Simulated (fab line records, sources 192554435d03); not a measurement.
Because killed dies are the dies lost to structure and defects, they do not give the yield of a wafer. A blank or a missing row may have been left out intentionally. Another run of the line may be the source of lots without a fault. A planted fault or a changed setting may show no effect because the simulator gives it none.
Chamber matching	flow n5 finfet	3 sister chambers for N5_BEOL_M5_CO_CAP_78 on cvd co-01
The step material Co, precursor CCTBA/H2, target thk 2 nm, time 102.1 s. 3 wafers are shown with their chamber, then 11 later ones without.

WAFERS PAIRED WITH THEIR CHAMBERS
wafer	chamber	heater power w (W)
L080.6	1	247
L081.5	0	250
L084.2	2	246

WAFERS WITHOUT THEIR CHAMBER
wafer	heater power w (W)
L084.3	242
L084.6	257
L085.1	240
L085.3	240
L085.4	247
L095.4	251
L095.5	244
L095.6	244
L096.4	244
L096.5	256
L096.6	249

WHICH CHAMBER EACH WENT THROUGH
wafer	from the rows above	in truth
L084.3	can't be placed: 2 or 1 or 0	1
L084.6	can't be placed: 0 or 1 or 2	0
L085.1	can't be placed: 2 or 1 or 0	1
L085.3	can't be placed: 2 or 1 or 0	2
L085.4	can't be placed: 1 or 2 or 0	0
L095.4	can't be placed: 0 or 1 or 2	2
L095.5	can't be placed: 2 or 1 or 0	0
L095.6	can't be placed: 2 or 1 or 0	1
L096.4	can't be placed: 2 or 1 or 0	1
L096.5	can't be placed: 0 or 1 or 2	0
L096.6	can't be placed: 0 or 1 or 2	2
0 of 11 placed correctly. Cannot be placed on the basis of these rows: 11; the candidates contain the true chamber in 11. Wrongly placed: 0.
How it was worked out, from the rows above alone: a wafer's distance from a chamber is the root of the sum, over the readings, of the square of ((its reading less the chamber's mean) divided by the reading's scatter). The wafer belongs to the nearest chamber; if the next one is less than 2 further off, it can't be placed. The mean given for a chamber averages the wafers shown for that chamber. The scatter: root of mean squared gap, hidden wafer to nearest shown wafer, with one shown wafer a chamber.
